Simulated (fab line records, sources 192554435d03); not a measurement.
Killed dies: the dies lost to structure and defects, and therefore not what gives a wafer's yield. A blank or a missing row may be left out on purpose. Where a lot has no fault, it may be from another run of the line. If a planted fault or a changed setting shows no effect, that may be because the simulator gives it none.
Which tool is to blame? | flow n5 finfet | Sampling: 11 lots, 31 wafers, 2 of 1938 route steps

## WHAT EACH GAUGE READ, for each wafer
N5_PASSIVATION_OVL_MEAS_60.
lot  | measured     | on         | TV_OVL (nm)
L385 | day 11 19:49 | overlay-02 | 3 9 2
L389 | day 13 09:34 | overlay-02 | -1 6 0
L391 | day 13 10:33 | overlay-01 | 16 13 11
L392 | day 14 10:11 | overlay-02 | 6 2 4
L394 | day 14 14:52 | overlay-01 | 15 12 11
L393 | day 14 15:13 | overlay-01 | 4 -1 1
L399 | day 15 15:18 | overlay-02 | 1 11 8
L400 | day 15 15:41 | overlay-01 | 7 1 7
L405 | day 17 04:43 | overlay-02 | 4 3 14
L404 | day 17 18:29 | overlay-01 | 0
L406 | day 17 22:19 | overlay-02 | -2 3 0

## WHICH TOOL RAN EACH LOT (tool, then ch and the chambers of the sampled wafers, then the start)
lot  | N5_MIM_TOP_ETCH_ETCH_00
L385 | rie metal-03 ch 0,1, day 11 17:40
L389 | rie metal-01 ch 0,1, day 13 06:52
L391 | rie metal-03 ch 0,1, day 13 07:13
L392 | rie metal-02 ch 0,1, day 14 03:17
L394 | rie metal-02 ch 0,1, day 14 11:31
L393 | rie metal-03 ch 0,1, day 14 11:37
L399 | rie metal-02 ch 0,1, day 15 12:14
L400 | rie metal-01 ch 0,1, day 15 13:22
L405 | rie metal-03 ch 0, day 17 02:29
L404 | rie metal-02 ch 0, day 17 10:50
L406 | rie metal-01 ch 0,1, day 17 19:10
- N5_MIM_TOP_ETCH_ETCH_00: etches TiN in Cl2/BCl3, target depth 38.5 nm.

## THE ANSWER, worked out from the rows above alone
Rule: usual is defined by the lots themselves. The widest of any qualifying gaps counts: lots, ordered by their means at a reading, are off when they make up no more than a third of the lots, leave a main group of 4 or more, and stand apart from it by 3 or more times the standard deviation of that group's means. If all means in a main group match to the digits the tables above print for the reading, that group is not used. A lot without any number at a reading at which 4 lots or more have one is off too. The other lots that the step has rows for count as sound.
Across all readings shown, no lot is off: no conclusion can be drawn from this.

## WHAT THE SIMULATOR HAD INSERTED
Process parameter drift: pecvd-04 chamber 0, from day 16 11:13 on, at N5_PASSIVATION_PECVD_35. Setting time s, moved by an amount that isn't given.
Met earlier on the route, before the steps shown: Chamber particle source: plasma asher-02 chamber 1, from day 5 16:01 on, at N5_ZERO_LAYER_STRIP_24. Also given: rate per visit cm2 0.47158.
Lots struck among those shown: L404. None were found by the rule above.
